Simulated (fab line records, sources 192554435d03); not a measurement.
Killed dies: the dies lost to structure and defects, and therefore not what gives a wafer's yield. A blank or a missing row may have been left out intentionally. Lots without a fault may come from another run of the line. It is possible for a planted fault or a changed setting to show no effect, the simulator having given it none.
The tool behind it: which one? || flow n5 finfet || 11 lots with 31 wafers sampled at 3 steps, on a route of 1938 steps

WHAT THE GAUGES READ, wafer by wafer
N5_BEOL_M6_INSPECT_58: inspects for defects (darkfield).
{"lot": "L105", "measured": "day 10 12:37", "on": "defect inspect-02", "raw defect count": "69 42 41"}
{"lot": "L110", "measured": "day 11 10:47", "on": "defect inspect-01", "raw defect count": "62 82 67"}
{"lot": "L108", "measured": "day 11 20:34", "on": "defect inspect-02", "raw defect count": "59 106 73"}
{"lot": "L113", "measured": "day 12 13:48", "on": "defect inspect-01", "raw defect count": "60 119 56"}
{"lot": "L116", "measured": "day 12 18:23", "on": "defect inspect-02", "raw defect count": "57 59 64"}
{"lot": "L117", "measured": "day 13 05:05", "on": "defect inspect-01", "raw defect count": "55 69 89"}
{"lot": "L114", "measured": "day 13 05:29", "on": "defect inspect-02", "raw defect count": "65 55 68"}
{"lot": "L115", "measured": "day 13 14:59", "on": "defect inspect-01", "raw defect count": "22 50 91"}
{"lot": "L121", "measured": "day 14 17:26", "on": "defect inspect-01", "raw defect count": "53 43 33"}
{"lot": "L124", "measured": "day 14 19:31", "on": "defect inspect-02", "raw defect count": "156 101"}
{"lot": "L125", "measured": "day 15 22:45", "on": "defect inspect-02", "raw defect count": "72 124"}

WHAT TOOL EACH LOT RAN ON (gives the tool, then ch and the chambers of the sampled wafers, and finally the start)
{"lot": "L105", "N5_BEOL_M6_STRIP_80": "rie diel-01 ch 0,1,3, day 10 09:04 or earlier", "N5_BEOL_M6_CURE_75": "uv cure-02 ch 0, day 10 09:04"}
{"lot": "L110", "N5_BEOL_M6_STRIP_80": "rie diel-01 ch 1,2,3, day 11 07:12 or earlier", "N5_BEOL_M6_CURE_75": "uv cure-01 ch 2, day 11 07:12"}
{"lot": "L108", "N5_BEOL_M6_STRIP_80": "rie diel-02 ch 2,3, day 11 17:58 or earlier", "N5_BEOL_M6_CURE_75": "uv cure-01 ch 1, day 11 17:58"}
{"lot": "L113", "N5_BEOL_M6_STRIP_80": "rie diel-01 ch 0,1, day 12 11:33 or earlier", "N5_BEOL_M6_CURE_75": "uv cure-03 ch 2, day 12 11:33"}
{"lot": "L116", "N5_BEOL_M6_STRIP_80": "rie diel-01 ch 0,1, day 12 15:17 or earlier", "N5_BEOL_M6_CURE_75": "uv cure-01 ch 1, day 12 15:17"}
{"lot": "L117", "N5_BEOL_M6_STRIP_80": "rie diel-01 ch 0,1, day 13 02:21 or earlier", "N5_BEOL_M6_CURE_75": "uv cure-01 ch 2, day 13 02:21"}
{"lot": "L114", "N5_BEOL_M6_STRIP_80": "rie diel-02 ch 0,1,2, day 13 03:03 or earlier", "N5_BEOL_M6_CURE_75": "uv cure-01 ch 2, day 13 03:03"}
{"lot": "L115", "N5_BEOL_M6_STRIP_80": "rie diel-01 ch 2,3, day 13 11:41 or earlier", "N5_BEOL_M6_CURE_75": "uv cure-01 ch 0, day 13 11:41"}
{"lot": "L121", "N5_BEOL_M6_STRIP_80": "rie diel-03 ch 0,1,3, day 14 14:32 or earlier", "N5_BEOL_M6_CURE_75": "uv cure-01 ch 1, day 14 14:32"}
{"lot": "L124", "N5_BEOL_M6_STRIP_80": "rie diel-02 ch 0,3, day 14 16:22 or earlier", "N5_BEOL_M6_CURE_75": "uv cure-02 ch 1, day 14 16:22"}
{"lot": "L125", "N5_BEOL_M6_STRIP_80": "rie diel-03 ch 1,3, day 15 19:27 or earlier", "N5_BEOL_M6_CURE_75": "uv cure-03 ch 1, day 15 19:27"}
- N5_BEOL_M6_STRIP_80: strips in N2/H2, time 10 s.
- N5_BEOL_M6_CURE_75: cures SiCOH lowk, time 120 s.

THE ANSWER, worked out from the rows above alone
Rule: what is usual is taken from the lots themselves. The widest of any qualifying gaps counts: lots, ordered by their means at a reading, are off when they make up no more than a third of the lots, leave a main group of 4 or more, and stand apart from it by 3 or more times the standard deviation of that group's means. Not used: any main group whose means are identical at the precision the tables above print for the reading. A lot without any number at a reading at which 4 lots or more have one is off too. The other lots that the step has rows for count as sound.
No lot is off at any reading shown: from this, nothing can be told.

WHAT THE SIMULATOR HAD PUT IN
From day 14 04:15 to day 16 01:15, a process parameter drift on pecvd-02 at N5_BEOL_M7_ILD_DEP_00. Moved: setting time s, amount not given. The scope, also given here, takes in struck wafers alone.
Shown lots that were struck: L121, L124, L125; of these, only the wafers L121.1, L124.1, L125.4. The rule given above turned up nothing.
